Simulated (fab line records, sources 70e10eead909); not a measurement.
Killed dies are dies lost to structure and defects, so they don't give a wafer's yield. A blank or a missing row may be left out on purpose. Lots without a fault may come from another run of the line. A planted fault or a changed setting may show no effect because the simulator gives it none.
A struck lot beside a sound one | flow nand_harc | 18 steps out of a route of 1302
Sound: wafers L210.1, L210.2, L210.5. Struck: wafers L221.2, L221.3, L221.6. The cause comes at the end.
At each step with rows: each side's tool, then ch and its chambers, then its first start. Under that, the readings that differ: sound wafers | struck wafers | difference of the means | sigmas: that difference in standard deviations of wafers without a fault.
alike: readings whose means differ by less than 2 such deviations, and words and numbers that are the same on both sides. not compared: withheld readings, readings that some wafer has no value for, bounds like >300 that may hide the same value, and numbers for which the record gives no deviation and whose values overlap.
The two part at a step that has a row with sigmas, a row that says differs or no value, or rows on one side only. Numbers that don't overlap but have no deviation are shown without sigmas and don't part them. A reading that every wafer of one side lacks parts them only if that side has two wafers or more.

NHARC_P_M0_OVL_MEAS_10: pitch 180 nm.
  sound on overlay-01, day 7 10:25; struck on overlay-02, day 12 05:23
  alike: overlay_x_nm, overlay_y_nm
NHARC_P_M0_INSPECT_11:
  sound on defect_inspect-01, day 7 10:28; struck on defect_inspect-01, day 12 05:25
  alike: raw_defect_count
NHARC_P_M0_DESCUM_14: chemistry O2, time 3 s.
  sound on rie_diel-04 ch 0,1, day 7 10:31; struck on rie_diel-01 ch 2,3, day 12 05:29
  alike: drypump_motor_current_A, oes_product_au, rf_vpp_V, showerhead_plenum_p_Torr, throttle_valve_pct
  not compared: rf_hours_counter_h
then, 1 step without rows for these wafers: NHARC_P_M0_ETCH_34 (etches the open film in N2/H2, target depth 40 nm, overetch 12 nm, time 43.94 s).
NHARC_P_M0_ETCH_15: etches the open film in C4F8/Ar, target depth 150 nm, overetch 15 nm, time 82.5 s.
  sound on rie_diel-04 ch 1,3; struck on rie_diel-01 ch 0,3
  alike: oes_product_au, rf_vpp_V
  not compared: rf_hours_counter_h
NHARC_P_M0_CD_MEAS_16:
  sound on cd_sem-03, day 7 10:49; struck on cd_sem-01, day 12 05:47
  alike: cd_nm
then, 3 steps without rows for these wafers: NHARC_P_M0_STRIP_18 (strips in N2/H2); NHARC_P_M0_STRIP_19 (strips in post etch residue remover, time 600 s); NHARC_P_M0_DEGAS_28 (time 60 s).
NHARC_P_M0_PRE_CLEAN_29: time 30 s.
  sound on pvd_sputter-02; struck on pvd_sputter-02
  alike: heater_power_w
NHARC_P_M0_PVD_20: deposits TaN, target thk 5 nm, time 8.06 s.
  sound on pvd_sputter-02; struck on pvd_sputter-02
  alike: throttle_valve_pct
then, 1 step without rows for these wafers: NHARC_P_M0_PVD_21 (deposits Cu, target thk 30 nm, time 20.49 s).
NHARC_P_M0_ECD_22: material Cu, target thk 400 nm.
  sound on ecd_cu-01 ch 0,1, day 7 11:48; struck on ecd_cu-01 ch 0,1, day 12 06:49
  no value came back on the struck wafers for bath_heat_duty_pct (%), bath_temp_c (C); on the sound wafers bath_heat_duty_pct (%) reads 6.3 6.0 5.8
NHARC_P_M0_ANNEAL_30: time 90 s.
  sound on rtp_anneal-02 ch 0, day 7 12:10; struck on rtp_anneal-02 ch 0, day 12 07:12
  alike: wafer_temp_C_max
NHARC_P_M0_CMP_23: polishes, t overpolish 20 s, target thk 117.54 nm.
  sound on cmp-01 ch 1,3, day 7 12:33; struck on cmp-04 ch 2,3, day 12 07:32
  reading                | sound          | struck      | difference | sigmas
  time_to_endpoint_s (s) | 30.8 31.9 31.5 | 3.3 0.0 0.9 | -30.0      | -15
  alike: motor_current_A, retaining_ring_pressure_frac
NHARC_P_M0_THK_MEAS_24: measures by xrf.
  sound on film_metro-01, day 7 12:50; struck on film_metro-01, day 12 07:49
  reading     | sound             | struck         | difference | sigmas
  thk_nm (nm) | 119.6 119.2 118.9 | 31.8 30.7 30.8 | -88.1      | -63
then, 1 step without rows for these wafers: NHARC_P_M0_SRD_25.
-- the record jumps here: 18 days lie between the struck wafers' starts before and after (it left off in module P_M0 and takes up again in module END, whose first step shown is number 1302 of the route) --
NHARC_END_SORT_01:
  sound on prober-02 ch 0, day 25 07:47; struck on prober-02 ch 0, day 30 08:55
  reading                  | sound          | struck         | difference | sigmas
  defect_limited_yield (%) | 97.6 97.6 95.3 | 0 0 0          | -97        | -40
  killed_at_array          | 16 15 29       | 53 55 71       | +40        | +2
  killed_at_periphery      | 0 1 3          | 624 621 606    | +616       | +99 or more
  killed_dies              | 16 16 32       | 677 677 677    | +656       | +41
  sort_bin_2_pct (%)       | 0.6 0.9 1.2    | 94.8 95.4 93.2 | +93.6      | +94
  sort_bin_3_pct (%)       | 0 0 0.4        | 0.9 0.9 1.3    | +0.9       | +2
  sort_n_pass              | 661 661 645    | 0 0 0          | -656       | -41
  sort_rim_yield_pct (%)   | 95 95 91       | 0 0 0          | -94        | -22
  sort_yield_pct (%)       | 97.6 97.6 95.3 | 0 0 0          | -97        | -40
  alike: killed_at_other, killed_open, killed_short, sort_bin_4_pct

WHERE THEY PART
First at NHARC_P_M0_ECD_22; last, within this record, at NHARC_END_SORT_01.

WHY: what the simulator had put in
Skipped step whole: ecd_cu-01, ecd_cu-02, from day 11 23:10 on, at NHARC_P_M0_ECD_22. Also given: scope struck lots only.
